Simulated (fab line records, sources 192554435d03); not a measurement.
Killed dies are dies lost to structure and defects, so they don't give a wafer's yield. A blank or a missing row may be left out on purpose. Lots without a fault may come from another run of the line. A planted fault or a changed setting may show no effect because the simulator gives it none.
Split-lot experiment | flow n5_finfet | 7 lots, 21 wafers read, on a route of 1938 steps

THE SPLIT
At N5_GATE_CUT_DESCUM_18 (chemistry O2, time 7 s), the setting time_s was moved away from the recipe's 7 s on 8 of the 21 wafers read, by +11.0% to +22.2%. The other wafers ran this setting at the recipe's value.

FROM THE SPLIT TO THE READING: what the file shows between them, 1 step
- N5_GATE_CUT_ETCH_28: etches underlayer in N2/H2, target depth 13 nm, time 10.4 s

THE READING
CAR-EUV_of_GATE_CUT_COAT_07.thk_nm (the simulator's own value, which no gauge read), in nm, at N5_GATE_CUT_ETCH_36 (etches SiARC in CF4, target depth 13 nm, time 21.7 s). The file gives no usual value for it. The 13 wafers here that ran the recipe average 7.0 nm, standard deviation 0.13 nm.

wafer  | tool, chamber at the split | time_s as run, s | against the recipe | CAR-EUV_of_GATE_CUT_COAT_07.thk_nm, nm | against lot-mates on the recipe
L079.1 | rie_diel-03, 1             | 8.556            | +22.2%             | 6.2                                    | no lot-mate on the recipe
L079.2 | rie_diel-03, 3,2           | 8.556            | +22.2%             | 6.2                                    | no lot-mate on the recipe
L079.5 | rie_diel-03, 3,2           | 8.556            | +22.2%             | 6.2                                    | no lot-mate on the recipe
L088.2 | rie_diel-04, 2             | 7.769            | +11.0%             | 6.8                                    | -0.2
L088.4 | rie_diel-04, 2             | 7.769            | +11.0%             | 6.8                                    | -0.2
L088.6 | rie_diel-04, 1             | 7                | recipe             | 7                                      | -
L090.1 | rie_diel-03, 1             | 7                | recipe             | 7                                      | -
L090.3 | rie_diel-03, 0             | 8.118            | +16.0%             | 6.4                                    | -0.6
L090.5 | rie_diel-03, 0             | 8.118            | +16.0%             | 6.6                                    | -0.4
L092.1 | rie_diel-04, 1             | 7                | recipe             | 7                                      | -
L092.2 | rie_diel-04, 2,3           | 7                | recipe             | 7.2                                    | -
L092.3 | rie_diel-04, 2,3           | 7                | recipe             | 7.2                                    | -
L094.1 | rie_diel-04, 1,0           | 7                | recipe             | 6.8                                    | -
L094.6 | rie_diel-04, 1,0           | 7                | recipe             | 6.8                                    | -
L094.4 | rie_diel-04, 3             | 7                | recipe             | 7                                      | -
L095.1 | rie_diel-03, 1,3           | 7                | recipe             | 7                                      | -
L095.2 | rie_diel-03, 1,3           | 7                | recipe             | 7                                      | -
L095.6 | rie_diel-03, 0             | 7                | recipe             | 7                                      | -
L096.1 | rie_diel-04, 1             | 8.484            | +21.2%             | 6.4                                    | -0.8
L096.3 | rie_diel-04, 0,3           | 7                | recipe             | 7.2                                    | -
L096.6 | rie_diel-04, 0,3           | 7                | recipe             | 7.2                                    | -
Where a row lists several chambers, the file gives one row for several wafers and doesn't say which wafer went through which chamber.

THE FIT
A straight line over all 21 wafers: CAR-EUV_of_GATE_CUT_COAT_07.thk_nm changes by -0.0344 nm for each +1% of time_s; r = -0.93; the points scatter about the line by 0.13 nm.
The same after taking each lot's own level away (the mean of its wafers on the recipe; 18 wafers): -0.0317 nm for each +1%; r = -0.93; scatter 0.091 nm.
On that fit, the largest move of time_s shifts the reading by 0.7 nm.
The lots' own levels span 6.87 to 7.20 nm, that is 2.5 times the standard deviation above.
So the lot-to-lot level changes the slope little: the two slopes agree.
Check: with one of the wafers moved furthest among these (+21.2%) left out of the fit, the line predicts -0.577 nm for it against its lot-mates. It came out at -0.8 nm against them.

THE WHOLE CHAIN: every reading that the file lists as answering this split, in the file's order
step                  | what it does                                                | reading                                                                             | change (the file's fit)                | r (the file's)
N5_GATE_CUT_DESCUM_18 | chemistry O2, time 7 s                                      | CAR-EUV_of_GATE_CUT_COAT_07.thk_nm (the simulator's own value, which no gauge read) | -0.0348 nm for each +1% of the setting | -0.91
N5_GATE_CUT_ETCH_28   | etches underlayer in N2/H2, target depth 13 nm, time 10.4 s | CAR-EUV_of_GATE_CUT_COAT_07.thk_nm (the simulator's own value, which no gauge read) | -0.0368 nm for each +1% of the setting | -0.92
N5_GATE_CUT_ETCH_36   | etches SiARC in CF4, target depth 13 nm, time 21.7 s        | CAR-EUV_of_GATE_CUT_COAT_07.thk_nm (the simulator's own value, which no gauge read) | -0.0329 nm for each +1% of the setting | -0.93

THE FILE'S OWN FIT
CAR-EUV_of_GATE_CUT_COAT_07.thk_nm changes by -0.0329 nm for each +1% of time_s, r = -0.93.
